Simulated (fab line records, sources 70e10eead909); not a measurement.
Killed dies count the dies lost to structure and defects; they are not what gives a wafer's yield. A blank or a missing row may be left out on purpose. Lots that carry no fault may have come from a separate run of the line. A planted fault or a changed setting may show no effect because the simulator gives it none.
A lot that was struck, set against a sound lot | flow nandHarc | 15 out of 1302 route steps
Sound: wafers L930.2, L930.3, L930.4. Wafers L937.1, L937.3, L937.5 were the ones struck. At the end, the cause is stated.
Order at every step that has rows: each side's tool, ch and its chambers, its first start. Under that, the readings that differ: sound wafers | struck wafers | difference of the means | sigmas: that difference in standard deviations of wafers without a fault.
alike: readings whose means differ by less than 2 such deviations, and words and numbers that are the same on both sides. not compared: withheld readings, readings that some wafer has no value for, bounds like >300 that may hide the same value, and numbers for which the record gives no deviation and whose values overlap.
A row with sigmas, a row that says differs or no value, or rows on one side alone: a step with any of these is where the two part. Numbers that don't overlap but have no deviation are shown without sigmas and don't part them. A reading that every wafer of one side lacks parts them only if that side has two wafers or more.

first, 8 steps without rows for these wafers: NHARC_P_GATE_DEHYDRATE_38 (time 120 s); NHARC_P_GATE_HMDS_39 (time 30 s); NHARC_P_GATE_COAT_40; NHARC_P_GATE_SOFTBAKE_41 (time 95 s); NHARC_P_GATE_EBR_42; NHARC_P_GATE_EXPOSE_43 (exposes mask P NSD, target cd 720 nm); NHARC_P_GATE_PEB_44 (peb time 85 s); NHARC_P_GATE_DEVELOP_45 (time 70 s).
NHARC_P_GATE_CD_MEAS_46: the cd target is 720 nm.
  sound on cdSem-02 ch 0, day 8 14:20; struck on cdSem-03 ch 0, day 11 16:37
  alike: cdNm
then, 1 step without rows for these wafers: NHARC_P_GATE_HARDBAKE_47 (time 80 s).
NHARC_P_GATE_DESCUM_48: chemistry O2, time 3 s.
  sound on rieDiel-02 ch 0,2,3, day 8 14:31; struck on rieDiel-10 ch 0,1,2, day 11 16:49
reading             | sound             | struck            | difference | sigmas
oesProductAu (a.u.) | 1.022 1.006 1.022 | 0.983 0.995 0.992 | -0.027     | -2
  alike: drypumpMotorCurrentA, rfVppV, showerheadPlenumPTorr, throttleValvePct
  not compared: rfHoursCounterH
then, 1 step without rows for these wafers: NHARC_P_GATE_IMPLANT_49.
NHARC_P_GATE_STRIP_111: strips in N2/H2, time 250 s.
  sound on plasmaAsher-01 ch 0,1, day 8 14:53; struck on plasmaAsher-01 ch 0,1, day 11 17:12
  no value came back on the struck wafers for drypumpMotorCurrentA (A), heaterPowerW (W), rfReflPowerW (W); on the sound wafers drypumpMotorCurrentA (A) reads 5.7 5.7 5.2
  not compared: rfHoursCounterH
NHARC_P_GATE_STRIP_75: strips in O2.
  sound on plasmaAsher-01 ch 0,1, day 8 15:12; struck on plasmaAsher-01 ch 0,1, day 11 17:28
  alike: drypumpMotorCurrentA, heaterPowerW, rfReflPowerW
  not compared: rfHoursCounterH
-- record jumps: 19 days between struck wafers' starts before vs after; left off in module P_GATE, resumes in module END, first step shown is number 1302 of the route --
NHARC_END_SORT_01:
  sound on prober-02 ch 0, day 27 07:01; struck on prober-01 ch 0, day 30 05:31
  alike: killedAtArray, killedAtOther, killedAtPeriphery, killedDies, killedOpen, killedShort

WHERE THEY PART
Earliest at NHARC_P_GATE_DESCUM_48; latest, in this record, at NHARC_P_GATE_STRIP_111. Later steps at which nothing parts them and some readings are alike: NHARC_P_GATE_STRIP_75, NHARC_END_SORT_01.

WHY: what the simulator had put in
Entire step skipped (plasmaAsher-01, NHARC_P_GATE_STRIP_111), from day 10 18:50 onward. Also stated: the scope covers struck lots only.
